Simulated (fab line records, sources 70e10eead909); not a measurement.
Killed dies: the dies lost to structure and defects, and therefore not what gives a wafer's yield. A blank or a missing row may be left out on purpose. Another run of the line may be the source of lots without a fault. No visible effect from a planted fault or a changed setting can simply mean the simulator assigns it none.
fab line records -- flow nand-harc
[record] lots = 6, wafers = 18, last-day = 33
route steps=1302 shown A_BONDPAD@1208 END@1302
lots that met no fault: from a run of the same line without faults
start-h: hours from the record's first day to the start of the lot's first wafer shown -- wait-h: time in hours since the lot's previous step -- " repeats the value in the row above -- L1.1+2: several wafers, shown together as one row -- - no value, or no start was given -- * or withheld: withheld -- < > ~ a bound
route shown NAME@n: a module of which the file shows steps, and the number in the route of the first -- usual: average and standard deviation across the fault-free wafers -- same: alike in all rows -- chamber/n: place in a boat -- sites: each site's reading -- _std_site: standard deviation across them -- _edge_site: outer sites' mean less inner sites' -- radius-mm: for every site, how far away it sits from the centre of the wafer -- mask NAME#n: copy n -- behind: the tool/chamber that last shaped the wafer -- hold: reason for holding the lot/hours on hold/outcome of the hold -- device: transistor that didn't switch, given as n, p or np -- end of line: at the end of the route, the tests of the same wafers -- a step given without rows: its recipe and nothing more -- killed: at the first sort, the dies lost to defects and structure; wafer yield is something else -- map: the dies of a wafer, with x for killed, . for not killed, _ for no die there
set.NAME: the setting the step ran with; set.NAME@STEP: the setting that earlier step ran with -- model.NAME: the simulator's own value behind a step, which no gauge read
lots seen at some steps along the route; tables by step, rows by wafer
services: when a tool's chamber went out of use (start-h, in hours from the record's first day, below 0 if earlier), for how many hours, and the reason
[[steps]]
[step NHARC_A_BONDPAD_COAT_33]
[recipe] temp-c = 200, time-s = 65
[step NHARC_A_BONDPAD_COAT_03]
[recipe] spin-rpm = 2000, resist-thk-nm = 600
[step NHARC_A_BONDPAD_SOFTBAKE_04]
[recipe] temp-c = 125, time-s = 70
[step NHARC_A_BONDPAD_EBR_05]
[step NHARC_A_BONDPAD_EXPOSE_06]
[recipe] na = 0.55, dose-mj = 36.99, mask-id = A_BPAD
[step NHARC_A_BONDPAD_PEB_07]
[recipe] peb-temp-c = 128, peb-time-s = 80
[step NHARC_A_BONDPAD_DEVELOP_08]
[recipe] time-s = 50, dev-temp-c = 22
[step NHARC_A_BONDPAD_CD_MEAS_09]
[recipe] target-cd-nm = 500, landing-energy-ev = 500
[usual] cd-nm = 500.0/1.3
lot.wafer,tool,chamber,start-h,wait-h,cd-nm
L976.1,cd-sem-03,0,652.20,-,501.5
L976.3,cd-sem-03,0,652.20,-,500.7
L976.4,cd-sem-03,0,652.20,-,500.5
L974.1,cd-sem-01,0,654.07,-,499.2
L974.2,cd-sem-01,0,654.07,-,500.4
L974.3,cd-sem-01,0,654.07,-,501.7
L977.1,cd-sem-02,0,661.77,-,502.0
L977.5,cd-sem-02,0,661.77,-,499.6
L977.6,cd-sem-02,0,661.77,-,500.6
L980.4,cd-sem-03,0,712.00,-,500.2
L980.5,cd-sem-03,0,712.00,-,500.7
L980.6,cd-sem-03,0,712.00,-,498.5
L983.1,cd-sem-01,0,715.98,-,500.7
L983.5,cd-sem-01,0,715.98,-,499.8
L983.6,cd-sem-01,0,715.98,-,499.9
L987.3,cd-sem-02,0,763.87,-,499.6
L987.4,cd-sem-02,0,763.87,-,500.8
L987.6,cd-sem-02,0,763.87,-,501.2
[step NHARC_A_BONDPAD_OVL_MEAS_35]
[usual] overlay-x-nm = 0/6.7, overlay-y-nm = -1/4.5
lot.wafer,tool,chamber,start-h,wait-h,overlay-x-nm,overlay-y-nm
L976.1,overlay-02,-,652.29,-,-9,0
L976.3,overlay-02,-,652.29,-,-9,0
L976.4,overlay-02,-,652.29,-,-9,-1
L974.1,overlay-02,-,654.16,-,-2,2
L974.2,overlay-02,-,654.16,-,-2,2
L974.3,overlay-02,-,654.16,-,-1,2
L977.1,overlay-02,-,661.86,-,-4,-7
L977.5,overlay-02,-,661.86,-,-3,-7
L977.6,overlay-02,-,661.86,-,-4,-7
L980.4,overlay-01,-,712.08,-,-6,-2
L980.5,overlay-01,-,712.08,-,-6,-2
L980.6,overlay-01,-,712.08,-,-7,-2
L983.1,overlay-02,-,716.07,-,10,3
L983.5,overlay-02,-,716.07,-,10,3
L983.6,overlay-02,-,716.07,-,10,3
L987.3,overlay-01,-,763.95,-,3,-11
L987.4,overlay-01,-,763.95,-,3,-11
L987.6,overlay-01,-,763.95,-,3,-11
[step NHARC_A_BONDPAD_HARDBAKE_10]
[recipe] temp-c = 118, time-s = 65
[step NHARC_A_BONDPAD_DESCUM_11]
[recipe] time-s = 3, o2-flow-sccm = 200, ar-flow-sccm = 0, bias-power-w = 0, chemistry = O2
[usual] drypump-motor-current-A = 5.8/0.4, oes-product-au = 1.001/0.0075, rf-vpp-V = 57.7/0.82, showerhead-plenum-p-Torr = 1.90/0.063, throttle-valve-pct = 11.313/0.0088
lot.wafer,tool,chamber,start-h,wait-h,drypump-motor-current-A,oes-product-au,rf-hours-counter-h,rf-vpp-V,showerhead-plenum-p-Torr,throttle-valve-pct
L976.1,rie-diel-06,2,652.41,-,5.0,1.004,46,57.1,1.90,11.308
L976.3,rie-diel-06,3,652.41,-,5.9,1.000,44,58.7,1.81,11.315
L976.4,rie-diel-06,0,652.41,-,5.7,1.010,50,56.3,1.86,11.320
L974.2,rie-diel-12,1,654.28,-,5.8,1.000,3,57.7,1.90,11.316
L974.1,rie-diel-12,2,654.28,-,5.0,0.995,3,57.8,1.85,11.307
L974.3,rie-diel-12,3,654.28,-,6.5,0.992,4,56.9,1.86,11.316
L977.1,rie-diel-12,0,662.00,-,5.5,1.005,4,59.0,1.89,11.299
L977.6,rie-diel-12,2,662.00,-,5.1,0.991,-,57.4,1.85,11.302
L977.5,rie-diel-12,3,662.00,-,6.5,0.996,-,57.0,1.86,11.300
L980.6,rie-diel-06,2,712.24,-,5.0,1.009,-,57.2,1.90,11.308
L980.4,rie-diel-06,3,712.24,-,5.9,0.997,-,56.3,1.80,11.306
L980.5,rie-diel-06,0,712.24,-,5.8,0.998,-,58.0,1.85,11.292
L983.1,rie-diel-06,0,716.20,-,5.7,0.999,16,58.8,1.85,11.315
L983.5,rie-diel-06,3,716.20,-,5.9,1.011,-,58.3,1.80,11.313
L983.6,rie-diel-06,2,716.20,-,5.0,1.004,-,57.8,1.90,11.309
L987.4,rie-diel-07,2,764.08,-,5.8,0.993,3,57.5,1.95,11.317
L987.3,rie-diel-07,1,764.08,-,5.7,1.006,2,57.6,1.90,11.306
L987.6,rie-diel-07,3,764.08,-,6.5,0.998,-,56.7,1.81,11.314
[step NHARC_A_BONDPAD_ETCH_34]
[recipe] target-depth-a = 600, overetch-a = 180, time-s = 65.91, ion-energy-ev = 200, n2-flow-sccm = 150, h2-flow-sccm = 150, ar-flow-sccm = 0, rf-w = 400, bias-w = 150, chemistry = N2/H2
[usual] drypump-motor-current-A = 5.8/0.4, oes-product-au = 1.001/0.0066, rf-fwd-power-W = 395.9/1.5, rf-vpp-V = 430.2/2.1, showerhead-plenum-p-Torr = 2.03/0.072, throttle-valve-pct = 14.170/0.0088
lot.wafer,tool,chamber,start-h,wait-h,drypump-motor-current-A,oes-product-au,rf-fwd-power-W,rf-hours-counter-h,rf-vpp-V,showerhead-plenum-p-Torr,throttle-valve-pct
L976.3,rie-diel-06,2,652.50,0.1,5.0,1.005,396.4,46,431.0,2.03,14.180
L976.1,rie-diel-06,3,652.50,0.1,5.9,1.003,397.4,44,427.6,1.93,14.181
L976.4,rie-diel-06,1,652.50,0.1,5.8,1.016,394.4,52,430.0,2.07,14.155
L974.1,rie-diel-12,1,654.37,0.1,5.8,1.001,395.2,3,429.8,2.03,14.181
L974.3,rie-diel-12,2,654.37,0.1,5.1,1.001,396.7,3,428.6,1.97,14.176
L974.2,rie-diel-12,0,654.37,0.1,5.5,0.999,396.2,3,429.0,2.02,14.171
L977.1,rie-diel-12,2,662.07,0.1,5.1,0.994,395.7,4,428.2,1.97,14.172
L977.5,rie-diel-12,1,662.07,0.1,5.8,0.992,393.1,-,429.5,2.03,14.167
L977.6,rie-diel-12,2,662.07,0.1,5.1,1.006,396.0,-,430.1,1.97,14.169
L980.4,rie-diel-06,0,712.33,0.1,5.8,1.004,395.9,-,428.3,1.97,14.185
L980.6,rie-diel-06,2,712.33,0.1,5.1,0.994,393.1,-,428.4,2.02,14.173
L980.5,rie-diel-06,3,712.33,0.1,5.9,0.995,395.6,-,426.8,1.92,14.171
L983.1,rie-diel-06,3,716.30,0.1,5.9,1.001,398.2,18,427.6,1.92,14.171
L983.5,rie-diel-06,2,716.30,0.1,5.0,1.009,393.7,-,431.2,2.02,14.174
L983.6,rie-diel-06,3,716.30,0.1,5.9,0.988,397.0,-,427.0,1.92,14.169
L987.4,rie-diel-07,3,764.16,0.1,6.5,1.004,394.7,2,426.3,1.92,14.172
L987.3,rie-diel-07,0,764.16,0.1,5.9,1.004,395.9,3,433.7,2.14,14.182
L987.6,rie-diel-07,3,764.16,0.1,6.5,1.009,396.5,-,427.8,1.92,14.174
[step NHARC_A_BONDPAD_ETCH_12]
[recipe] target-depth-a = 2200, time-s = 110, chf3-flow-sccm = 50, o2-flow-sccm = 10, ar-flow-sccm = 200, rf-w = 500, bias-w = 200, chemistry = CHF3/O2
[usual] drypump-motor-current-A = 5.8/0.4, oes-product-au = 0.944/0.02, rf-fwd-power-W = 496.9/1.6, rf-vpp-V = 370.1/1.8, showerhead-plenum-p-Torr = 2.38/0.077, throttle-valve-pct = 20.572/0.0088
lot.wafer,tool,chamber,start-h,wait-h,drypump-motor-current-A,oes-product-au,rf-fwd-power-W,rf-hours-counter-h,rf-vpp-V,showerhead-plenum-p-Torr,throttle-valve-pct
L976.3,rie-diel-06,3,652.59,-,5.9,0.920,496.0,44,367.2,2.28,20.575
L976.1,rie-diel-06,0,652.59,-,5.8,0.919,496.7,51,371.3,2.33,20.604
L976.4,rie-diel-06,1,652.59,-,5.8,0.918,494.1,52,370.4,2.43,20.564
L974.2,rie-diel-12,3,654.46,-,6.5,0.969,494.5,4,370.0,2.34,20.564
L974.3,rie-diel-12,0,654.46,-,5.5,0.979,497.0,3,369.4,2.38,20.591
L974.1,rie-diel-12,2,654.46,-,5.1,0.965,499.0,3,369.3,2.32,20.565
L977.1,rie-diel-12,1,662.18,-,5.8,0.930,497.1,4,370.2,2.39,20.566
L977.5,rie-diel-12,2,662.18,-,5.1,0.919,494.2,-,369.3,2.32,20.583
L977.6,rie-diel-12,3,662.18,-,6.5,0.916,497.0,-,369.8,2.34,20.572
L980.6,rie-diel-06,0,712.45,-,5.7,0.705,296.6,-,368.1,2.33,20.578
L980.5,rie-diel-06,2,712.45,-,5.1,0.937,496.7,-,370.5,2.38,20.584
L980.4,rie-diel-06,3,712.45,-,5.9,0.930,499.4,-,365.4,2.27,20.584
L983.1,rie-diel-06,0,716.42,-,5.7,0.724,298.4,16,368.1,2.32,20.578
L983.6,rie-diel-06,2,716.42,-,5.0,0.960,495.2,-,369.9,2.38,20.582
L983.5,rie-diel-06,3,716.42,-,5.9,0.952,498.1,-,368.2,2.27,20.574
L987.3,rie-diel-07,0,764.27,-,5.9,0.972,497.7,3,373.9,2.51,20.563
L987.4,rie-diel-07,1,764.27,-,5.7,0.979,497.2,2,369.3,2.39,20.574
L987.6,rie-diel-07,3,764.27,-,6.5,0.971,498.6,-,367.3,2.27,20.569
[step NHARC_A_BONDPAD_CD_MEAS_13]
[usual] cd-nm = 499.4/1.4
lot.wafer,tool,chamber,start-h,wait-h,cd-nm
L976.1,cd-sem-02,-,652.73,-,500.0
L976.3,cd-sem-02,-,652.73,-,500.4
L976.4,cd-sem-02,-,652.73,-,499.7
L974.1,cd-sem-01,-,654.60,-,498.8
L974.2,cd-sem-01,-,654.60,-,500.4
L974.3,cd-sem-01,-,654.60,-,501.5
L977.1,cd-sem-02,-,662.30,-,502.8
L977.5,cd-sem-02,-,662.30,-,498.6
L977.6,cd-sem-02,-,662.30,-,500.0
L980.4,cd-sem-01,-,712.58,-,499.5
L980.5,cd-sem-01,-,712.58,-,499.2
L980.6,cd-sem-01,-,712.58,-,495.0
L983.1,cd-sem-01,-,716.55,-,496.6
L983.5,cd-sem-01,-,716.55,-,500.1
L983.6,cd-sem-01,-,716.55,-,500.5
L987.3,cd-sem-03,-,764.40,-,500.5
L987.4,cd-sem-03,-,764.40,-,499.6
L987.6,cd-sem-03,-,764.40,-,501.6
[step NHARC_END_SORT_01]
[recipe] temp-c = 25
[usual] defect-limited-yield = 90.7/2.6, killed-at-array = 59/17, killed-at-other = 0.7/0.9, killed-at-periphery = 3.6/2.3, killed-dies = 63/18, killed-open = 3.4/1.9, killed-short = 2.6/1.7
[same] gross-dies = 677
lot.wafer,tool,chamber,start-h,wait-h,defect-limited-yield[%],killed-at-array,killed-at-other,killed-at-periphery,killed-dies,killed-open,killed-short
L974.1,prober-02,0,682.71,2.5,93.9,37,0,4,41,5,3
L974.2,prober-02,0,683.51,2.8,93.9,37,0,4,41,6,4
L974.3,prober-02,0,684.31,3.1,93.2,44,0,2,46,4,3
L976.4,prober-01,0,692.91,3.4,88.0,76,1,4,81,3,0
L977.1,prober-02,0,691.77,2.5,89.8,63,1,5,69,5,0
L977.5,prober-02,0,694.95,3.7,90.4,58,1,6,65,1,2
L977.6,prober-02,0,695.74,4.0,89.4,69,0,3,72,5,0
L983.1,prober-02,0,744.42,2.5,0,667,1,9,677,3,4
L980.4,prober-01,0,746.79,3.4,92.2,47,0,6,53,2,2
L980.5,prober-01,0,747.60,3.7,92.3,45,1,6,52,2,4
L980.6,prober-01,0,748.41,4.0,0,672,0,5,677,4,2
L987.3,prober-01,0,800.66,3.1,88.0,79,1,1,81,2,2
L987.4,prober-01,0,801.45,3.4,89.8,69,0,0,69,5,1
L987.6,prober-01,0,803.05,4.0,89.1,73,1,0,74,2,3
// killed by level:class
L974.1 A_CHANNEL_HOLE_D2:chamber-film-flake=15 A_CHANNEL_HOLE_D1:chamber-film-flake=6 A_STAIRCASE:chamber-film-flake=4 A_CONTACT:chamber-film-flake=3 A_ONON_D1:geometric-particle:short=2 A_SLIT:chamber-film-flake=2 P_STI:geometric-particle:open=1 P_GATE:geometric-particle:short=1
L974.2 A_CHANNEL_HOLE_D2:chamber-film-flake=16 A_CHANNEL_HOLE_D1:chamber-film-flake=5 A_CONTACT:chamber-film-flake=4 P_CONTACT:geometric-particle:open=2 A_CHANNEL_HOLE_D1:geometric-particle:short=2 A_CHANNEL_FILL_D2:chamber-film-flake=2 P_M0:geometric-particle:open=1 A_CHANNEL_HOLE_D2:geometric-particle:short=1
L974.3 A_CHANNEL_HOLE_D2:chamber-film-flake=15 A_CHANNEL_HOLE_D1:chamber-film-flake=10 A_SLIT:chamber-film-flake=4 A_CONTACT:chamber-film-flake=4 A_STAIRCASE:chamber-film-flake=3 A_WL_FILL:geometric-particle:open=2 P_CONTACT:geometric-particle:short=1 A_CHANNEL_FILL_D2:geometric-particle:open=1
L977.1 A_CHANNEL_HOLE_D1:chamber-film-flake=33 A_CHANNEL_HOLE_D2:chamber-film-flake=14 A_STAIRCASE:chamber-film-flake=5 A_CONTACT:chamber-film-flake=3 A_WL_FILL:geometric-particle:open=2 P_STI:chamber-film-flake=2 A_BLC:chamber-film-flake=2 P_M2:geometric-particle:open=1
L976.4 A_SLIT:chamber-film-flake=28 A_CHANNEL_HOLE_D2:chamber-film-flake=12 A_STAIRCASE:chamber-film-flake=11 A_CONTACT:chamber-film-flake=10 A_CHANNEL_HOLE_D1:chamber-film-flake=9 P_M2:chamber-film-flake=3 A_CHANNEL_FILL_D2:chamber-film-flake=2 P_M1:geometric-particle:open=1
L977.5 A_CHANNEL_HOLE_D1:chamber-film-flake=33 A_CHANNEL_HOLE_D2:chamber-film-flake=17 A_SLIT:chamber-film-flake=3 P_STI:chamber-film-flake=2 P_GATE:chamber-film-flake=2 A_BLC:chamber-film-flake=2 P_M0:geometric-particle:open=1 A_M1:geometric-particle:short=1
L977.6 A_CHANNEL_HOLE_D1:chamber-film-flake=33 A_CHANNEL_HOLE_D2:chamber-film-flake=19 A_WL_FILL:chamber-film-flake=4 A_CONTACT:chamber-film-flake=4 A_STAIRCASE:chamber-film-flake=2 A_BLC:chamber-film-flake=2 P_M1:geometric-particle:open=1 A_SOURCE_PLATE:geometric-particle:open=1
L983.1 A_BONDPAD:area-etch=601 A_CHANNEL_HOLE_D2:chamber-film-flake=33 A_CHANNEL_HOLE_D1:chamber-film-flake=12 P_CONTACT:chamber-film-flake=5 A_SLIT:chamber-film-flake=5 P_GATE:chamber-film-flake=3 A_DECK1_JOINT:chamber-film-flake=3 A_ONON_D1:geometric-particle:short=2
L980.4 A_CHANNEL_HOLE_D2:chamber-film-flake=25 A_CHANNEL_HOLE_D1:chamber-film-flake=10 P_CONTACT:chamber-film-flake=4 A_CONTACT:chamber-film-flake=3 A_M1:chamber-film-flake=2 P_GATE:geometric-particle:open=1 A_DECK1_JOINT:geometric-particle:short=1 A_CHANNEL_HOLE_D2:geometric-particle:open=1
L980.5 A_CHANNEL_HOLE_D2:chamber-film-flake=20 A_SGD_CUT:chamber-film-flake=4 A_CONTACT:chamber-film-flake=4 P_GATE:chamber-film-flake=3 A_CHANNEL_HOLE_D1:chamber-film-flake=3 A_SLIT:chamber-film-flake=3 P_CONTACT:chamber-film-flake=2 A_CHANNEL_FILL_D2:chamber-film-flake=2
L980.6 A_BONDPAD:area-etch=616 A_CHANNEL_HOLE_D2:chamber-film-flake=22 A_CHANNEL_HOLE_D1:chamber-film-flake=15 P_CONTACT:chamber-film-flake=5 A_SLIT:chamber-film-flake=5 A_SGD_CUT:chamber-film-flake=3 A_CHANNEL_FILL_D2:chamber-film-flake=2 A_CONTACT:chamber-film-flake=2
L987.3 A_CHANNEL_HOLE_D2:chamber-film-flake=36 A_CHANNEL_HOLE_D1:chamber-film-flake=21 A_SLIT:chamber-film-flake=10 A_CONTACT:chamber-film-flake=6 A_STAIRCASE:chamber-film-flake=3 P_CONTACT:geometric-particle:open=1 A_ONON_D1:geometric-particle:open=1 A_WL_FILL:geometric-particle:short=1
L987.4 A_CHANNEL_HOLE_D2:chamber-film-flake=30 A_CHANNEL_HOLE_D1:chamber-film-flake=22 A_SLIT:chamber-film-flake=6 A_STAIRCASE:chamber-film-flake=3 A_CONTACT:geometric-particle:open=2 A_M0:geometric-particle:open=2 A_ONON_D2:geometric-particle:open=1 A_CHANNEL_FILL_D2:geometric-particle:short=1
L987.6 A_CHANNEL_HOLE_D2:chamber-film-flake=37 A_CHANNEL_HOLE_D1:chamber-film-flake=19 A_SLIT:chamber-film-flake=7 A_STAIRCASE:chamber-film-flake=2 A_ONON_D1:geometric-particle:short=1 A_CHANNEL_HOLE_D1:geometric-particle:open=1 A_CHANNEL_FILL_D2:geometric-particle:short=1 A_WL_FILL:geometric-particle:short=1
// map L980.6 (x killed, . not)
____________x____________
_________xxxxxxx_________
_______xxxxxxxxxxx_______
______xxxxxxxxxxxxx______
_____xxxxxxxxxxxxxxx_____
____xxxxxxxxxxxxxxxxx____
____xxxxxxxxxxxxxxxxx____
___xxxxxxxxxxxxxxxxxxx___
___xxxxxxxxxxxxxxxxxxx___
__xxxxxxxxxxxxxxxxxxxxx__
__xxxxxxxxxxxxxxxxxxxxx__
_xxxxxxxxxxxxxxxxxxxxxxx_
_xxxxxxxxxxxxxxxxxxxxxxx_
_xxxxxxxxxxxxxxxxxxxxxxx_
_xxxxxxxxxxxxxxxxxxxxxxx_
_xxxxxxxxxxxxxxxxxxxxxxx_
xxxxxxxxxxxxxxxxxxxxxxxxx
xxxxxxxxxxxxxxxxxxxxxxxxx
xxxxxxxxxxxxxxxxxxxxxxxxx
xxxxxxxxxxxxxxxxxxxxxxxxx
xxxxxxxxxxxxxxxxxxxxxxxxx
_xxxxxxxxxxxxxxxxxxxxxxx_
_xxxxxxxxxxxxxxxxxxxxxxx_
_xxxxxxxxxxxxxxxxxxxxxxx_
_xxxxxxxxxxxxxxxxxxxxxxx_
_xxxxxxxxxxxxxxxxxxxxxxx_
__xxxxxxxxxxxxxxxxxxxxx__
__xxxxxxxxxxxxxxxxxxxxx__
___xxxxxxxxxxxxxxxxxxx___
___xxxxxxxxxxxxxxxxxxx___
____xxxxxxxxxxxxxxxxx____
____xxxxxxxxxxxxxxxxx____
_____xxxxxxxxxxxxxxx_____
______xxxxxxxxxxxxx______
_______xxxxxxxxxxx_______
_________xxxxxxx_________
____________x____________
// map L983.1 (x killed, . not)
____________x____________
_________xxxxxxx_________
_______xxxxxxxxxxx_______
______xxxxxxxxxxxxx______
_____xxxxxxxxxxxxxxx_____
____xxxxxxxxxxxxxxxxx____
____xxxxxxxxxxxxxxxxx____
___xxxxxxxxxxxxxxxxxxx___
___xxxxxxxxxxxxxxxxxxx___
__xxxxxxxxxxxxxxxxxxxxx__
__xxxxxxxxxxxxxxxxxxxxx__
_xxxxxxxxxxxxxxxxxxxxxxx_
_xxxxxxxxxxxxxxxxxxxxxxx_
_xxxxxxxxxxxxxxxxxxxxxxx_
_xxxxxxxxxxxxxxxxxxxxxxx_
_xxxxxxxxxxxxxxxxxxxxxxx_
xxxxxxxxxxxxxxxxxxxxxxxxx
xxxxxxxxxxxxxxxxxxxxxxxxx
xxxxxxxxxxxxxxxxxxxxxxxxx
xxxxxxxxxxxxxxxxxxxxxxxxx
xxxxxxxxxxxxxxxxxxxxxxxxx
_xxxxxxxxxxxxxxxxxxxxxxx_
_xxxxxxxxxxxxxxxxxxxxxxx_
_xxxxxxxxxxxxxxxxxxxxxxx_
_xxxxxxxxxxxxxxxxxxxxxxx_
_xxxxxxxxxxxxxxxxxxxxxxx_
__xxxxxxxxxxxxxxxxxxxxx__
__xxxxxxxxxxxxxxxxxxxxx__
___xxxxxxxxxxxxxxxxxxx___
___xxxxxxxxxxxxxxxxxxx___
____xxxxxxxxxxxxxxxxx____
____xxxxxxxxxxxxxxxxx____
_____xxxxxxxxxxxxxxx_____
______xxxxxxxxxxxxx______
_______xxxxxxxxxxx_______
_________xxxxxxx_________
____________x____________
[[services]]
tool,chamber,start-h,hours,kind
rie-diel-06,0,640.53,-,clean
rie-diel-06,1,640.53,-,clean
rie-diel-06,2,640.53,-,clean
rie-diel-06,3,640.53,-,clean
rie-diel-07,0,646.57,4.4,repair
rie-diel-07,-,648.20,9.0,pm
rie-diel-06,-,661.20,9.0,pm
rie-diel-06,0,661.20,9.0,vent-cycle
rie-diel-06,1,661.20,9.0,vent-cycle
rie-diel-06,2,661.20,9.0,vent-cycle
rie-diel-06,3,661.20,9.0,vent-cycle
rie-diel-06,0,670.20,-,clean
rie-diel-06,0,670.20,-,consumable-replace:focus-ring
rie-diel-06,1,670.20,-,clean
rie-diel-06,2,670.20,-,clean
rie-diel-06,3,670.20,-,clean
rie-diel-06,0,694.70,-,clean
rie-diel-06,1,694.70,-,clean
rie-diel-06,2,694.70,-,clean
rie-diel-06,3,694.70,-,clean
rie-diel-06,1,706.04,23.0,repair
rie-diel-12,1,713.59,23.4,repair
rie-diel-06,0,719.20,-,clean
rie-diel-07,3,723.52,17.9,repair
[[key]]
[first-sign] step = NHARC_A_BONDPAD_ETCH_12, reading = rf-fwd-power-W, direction = down, sigmas = 99+, usual = *, struck = *
[effect] step = NHARC_A_BONDPAD_ETCH_12, reading = oes-product-au, direction = down, sigmas = 11, usual = 0.944, struck = 0.714
[effect] step = NHARC_END_SORT_01, reading = killed-at-array, direction = up, sigmas = 36, usual = 59, struck = 670
[more-kills-born-at] NHARC_A_BONDPAD_ETCH_12@rie-diel-06 = 1217
met-at NHARC_A_BONDPAD_ETCH_12
struck-wafers L980.6,L983.1
later-rows-left-out L980.6,L983.1
onset-between 652.59 712.45
[fault] kind = process-parameter-drift, tool = rie-diel-06, chamber = 0, onset-h = 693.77, steps = NHARC_A_BONDPAD_ETCH_12, channel = rf-w, offset = *, shape = step, end-h = 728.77, acts-in = *, stated = *
// later-rows-left-out: the simulator's readings of these wafers behind a module that went badly wrong aren't trusted and aren't shown, but for the sort
